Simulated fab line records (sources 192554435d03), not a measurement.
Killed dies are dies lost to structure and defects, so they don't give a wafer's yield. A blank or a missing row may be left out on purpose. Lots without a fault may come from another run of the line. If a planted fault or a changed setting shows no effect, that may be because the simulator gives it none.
fab line records	flow n5_finfet
record lots=7	wafers=39
route steps=1938 shown FIN_CUT@174 STI_FIN_REVEAL@184 DUMMY_GATE@228 SD_ACTIVATION@331 MOL_CONTACT_COAG@608 BEOL_M4@1111
start_h: hours from the record's opening day to when the first of the lot's shown wafers began	wait_h: hours elapsed since this lot's preceding step	" identical to the entry in the row above	L1.1+2: one row covering several wafers at once	- no value, or no start was given	* or withheld: withheld	< > ~ a bound
route shown NAME@n: a module of which the file shows steps, and the number in the route of the first	usual: mean/standard deviation of fault-free wafers	same: alike in all rows	chamber/n: place in a boat	sites: each site's reading	_std_site: the values' standard deviation	_edge_site: outer sites' mean less inner sites'	radius_mm: for every site, how far away it sits from the centre of the wafer	mask NAME#n: copy n	behind: the last tool/chamber to shape the wafer	hold: why the lot went on hold/how many hours it stayed there/how the hold came to an end	device: the transistor (n, p or np) that didn't switch	end of line: the route-end tests of the same wafers	step lacking rows: just its recipe	killed: count of dies lost to structure and defects at first sort (not the wafer's yield)	map: dies across one wafer; x = killed, . = not, _ = none there
set.NAME: the setting as run; set.NAME@STEP: as run at that earlier step	model.NAME: the simulator's own value behind a step, which no gauge read
lots where settings were altered on purpose, with a table for each step and a row for each wafer
## steps
# step N5_FIN_CUT_CUT_ETCH_27
# recipe chemistry=CHF3/O2	target=SiO2	target_depth_a=40	mask_material=SOC	overetch_a=20	time_s=4.9	pressure_mtorr=30	source_w=650	bias_w=170	Ar_flow_sccm=200	CHF3_flow_sccm=50	O2_flow_sccm=5	ion_energy_ev=200
# step N5_STI_FIN_REVEAL_ALD_14
# recipe material=Si3N4	target_thk_a=30	temp_c=400	ald_precursor_family=SiH2I2	ald_co_reactant=N2/H2-plasma	pressure_torr=2
# step N5_DUMMY_GATE_EXPOSE_12
# recipe mask_id=GATE	na=0.33	source_shape=annular	sigma_inner=0.2	sigma_outer=0.6	polarization=unpolarized	target_cd_nm=25	dose_mj=34
# step N5_DUMMY_GATE_ETCH_32
# recipe chemistry=CF4	target=SiO2	target_depth_a=35	time_s=3.9	ion_energy_ev=350	pressure_mtorr=10	icp_w=800	bias_w=400	cf4_flow_sccm=80
# step N5_DUMMY_GATE_ETCH_42
# recipe chemistry=CHF3/O2	target=SiO2	target_depth_a=35	time_s=31	ion_energy_ev=30	bias_w=12	pressure_mtorr=30	source_w=600	Ar_flow_sccm=200	CHF3_flow_sccm=50	O2_flow_sccm=5
# step N5_SD_ACTIVATION_LSA_01
# recipe temp_c=1080	time_s=0.0008	ambient=N2
# step N5_MOL_CONTACT_COAG_ALD_133
# recipe material=SiO2	target_thk_a=50	temp_c=100	ald_precursor_family=BDEAS	ald_co_reactant=O2-plasma	pulse_time_s=1	co_reactant_pulse_time_s=1	purge_time_s=2	co_reactant_purge_time_s=2	ald_cycles=35	pressure_torr=2
# step N5_MOL_CONTACT_COAG_CVD_140
# recipe material=W	target_thk_a=665	mode=selective_fill	temp_c=300	time_s=215
# step N5_BEOL_M4_RC_MEAS_101
# usual RC_DENSE_N=18.9/0.69	RC_N=15.4/0.54	REXT_N=75.4/1.7	RS_SD_N=28.3/0.37
lot.wafer	tool	chamber	start_h	wait_h	set.target_depth_a@FIN_CUT_CUT_ETCH_27	set.target_thk_a@STI_FIN_REVEAL_ALD_14	set.dose_mj@DUMMY_GATE_EXPOSE_12	set.time_s@DUMMY_GATE_ETCH_32	set.bias_w@DUMMY_GATE_ETCH_42	set.temp_c@SD_ACTIVATION_LSA_01	set.temp_c@MOL_CONTACT_COAG_ALD_133	set.target_thk_a@MOL_CONTACT_COAG_CVD_140	RC_DENSE_N[ohm.um]	RC_N[ohm.um]	REXT_N[ohm.um]	RS_SD_N[ohm/sq]
L074.1	prober-01	0	180.05	0.0	40	30	34	4.247	12	1080	100	665	18.3	14.9	76.6	28.1
L074.2	"	0	"	"	40	30	36.27	4.247	14.29	1072	100	665	19.4	15.7	78.4	28.7
L074.3	"	0	"	"	35.77	30	36.27	3.9	12	1072	100	665	19.5	16.0	78.3	28.9
L074.4	"	0	"	"	35.77	30	34	3.9	14.29	1080	100	665	17.3	14.3	75.3	28.1
L074.5	"	0	"	"	35.77	30	36.27	4.247	14.29	1080	100	665	18.5	15.1	77.5	28.4
L074.6	"	0	"	"	40	30	34	3.9	12	1072	100	665	19.1	15.6	78.0	29.0
L083.1	prober-01	0	233.36	0.0	40	28.12	34	4.602	14.13	1070	100	665	19.6	16.1	79.5	29.3
L083.2	"	0	"	"	40	30	35.11	4.602	12	1070	96.94	600	18.7	15.4	78.3	29.2
L083.3	"	0	"	"	40	28.12	35.11	3.9	14.13	1080	100	600	18.6	15.2	77.1	28.4
L083.4	"	0	"	"	40	30	35.11	4.602	12	1080	100	665	18.1	14.8	76.7	28.2
L083.5	"	0	"	"	40	28.12	34	3.9	12	1070	96.94	600	18.9	15.6	78.7	29.6
L083.6	"	0	"	"	40	30	34	3.9	14.13	1080	96.94	665	18.9	15.5	77.1	28.3
L086.1	prober-02	0	260.71	0.0	40	30	34	3.9	12	1080	101.4	665	19.1	15.6	74.3	28.6
L086.2	"	0	"	"	35.49	30	34	3.599	12	1080	100	665	17.7	14.3	73.9	28.6
L086.3	"	0	"	"	40	26.83	34	3.599	12	1097	101.4	759.7	16.5	13.4	70.2	26.9
L086.4	"	0	"	"	40	26.83	33.18	3.599	12	1097	100	665	16.8	13.8	71.4	26.6
L086.5	"	0	"	"	35.49	26.83	33.18	3.9	12	1080	101.4	759.7	17.8	14.5	73.2	28.5
L086.6	"	0	"	"	35.49	30	33.18	3.9	12	1097	100	759.7	16.6	13.6	70.7	26.9
L089.1	prober-02	0	275.70	0.0	40	30	34.97	4.184	10.9	1069	100	728.6	18.6	15.2	77.2	29.9
L089.2	"	0	"	"	40	30	34.97	3.9	12	1080	97.19	665	18.1	14.7	75.3	28.4
L089.3	"	0	"	"	35.68	27.43	34	4.184	12	1069	97.19	665	20.0	16.4	78.5	29.9
L089.4	"	0	"	"	40	27.43	34	3.9	10.9	1069	100	665	19.5	16.0	77.3	29.6
L089.5	"	0	"	"	35.68	27.43	34.97	3.9	12	1080	100	728.6	18.3	14.7	74.0	28.6
L089.6	"	0	"	"	35.68	30	34	4.184	10.9	1080	97.19	728.6	18.3	15.0	74.3	28.0
L093.1	prober-01	0	286.74	0.4	40	32.08	34	3.9	12	1080	100	665	18.9	15.2	73.6	28.1
L093.2	"	0	"	"	40	30	36.63	3.9	12	1068	100	665	20.4	16.6	78.3	29.9
L093.3	"	0	"	"	37.03	32.08	36.63	3.9	12	1068	104.8	665	19.9	16.4	77.1	29.8
L093.4	"	0	"	"	37.03	30	34	4.634	12	1080	104.8	665	19.0	15.5	74.7	28.1
L093.5	"	0	"	"	40	32.08	36.63	4.634	12	1080	100	665	18.9	15.4	75.0	28.7
L093.6	"	0	"	"	37.03	30	34	4.634	12	1068	104.8	665	20.0	16.4	76.4	29.9
L091.1	prober-02	0	301.68	0.0	41.31	26.47	34	3.9	12	1091	100	665	19.2	15.5	73.3	27.0
L091.2	"	0	"	"	41.31	26.47	32.15	3.335	11	1080	100	665	19.3	15.8	76.0	28.2
L091.3	"	0	"	"	40	26.47	32.15	3.9	11	1091	100	665	18.7	15.2	73.4	26.8
L091.4	"	0	"	"	41.31	30	34	3.9	11	1080	100	665	18.6	15.2	75.0	28.1
L091.5	"	0	"	"	40	30	34	3.335	12	1091	100	665	18.2	14.8	73.0	27.1
L091.6	"	0	"	"	40	30	32.15	3.335	12	1080	100	665	18.9	15.5	74.7	27.7
L095.1	prober-01	0	309.27	0.4	40	30	34	3.9	12	1080	100	665	18.1	14.8	74.4	28.3
L095.3	"	0	"	"	40	30	34	3.9	12	1080	100	665	19.1	15.6	74.8	28.7
L095.4	"	0	"	"	40	30	34	3.9	12	1080	100	665	19.2	15.6	74.0	28.5
## key
split step=N5_FIN_CUT_CUT_ETCH_27	setting=target_depth_a	stated_as=40
response none clear
split step=N5_STI_FIN_REVEAL_ALD_14	setting=target_thk_a	stated_as=30
response none clear
split step=N5_DUMMY_GATE_EXPOSE_12	setting=dose_mj	stated_as=34
response none clear
split step=N5_DUMMY_GATE_ETCH_32	setting=time_s	stated_as=3.9
response none clear
split step=N5_DUMMY_GATE_ETCH_42	setting=bias_w	stated_as=12
response none clear
split step=N5_SD_ACTIVATION_LSA_01	setting=temp_c	stated_as=1080
response step=N5_BEOL_M4_RC_MEAS_101	reading=RS_SD_N	slope=-1.2	per=1%	together_with=all	explained=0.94
response step=N5_BEOL_M4_RC_MEAS_101	reading=REXT_N	slope=-2.27	per=1%	together_with=all	explained=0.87
response step=N5_BEOL_M4_RC_MEAS_101	reading=RC_N	slope=-0.819	per=1%	together_with=all	explained=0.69
response step=N5_BEOL_M4_RC_MEAS_101	reading=RC_DENSE_N	slope=-0.944	per=1%	together_with=all	explained=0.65
split step=N5_MOL_CONTACT_COAG_ALD_133	setting=temp_c	stated_as=100
response none clear
split step=N5_MOL_CONTACT_COAG_CVD_140	setting=target_thk_a	stated_as=665
response none clear
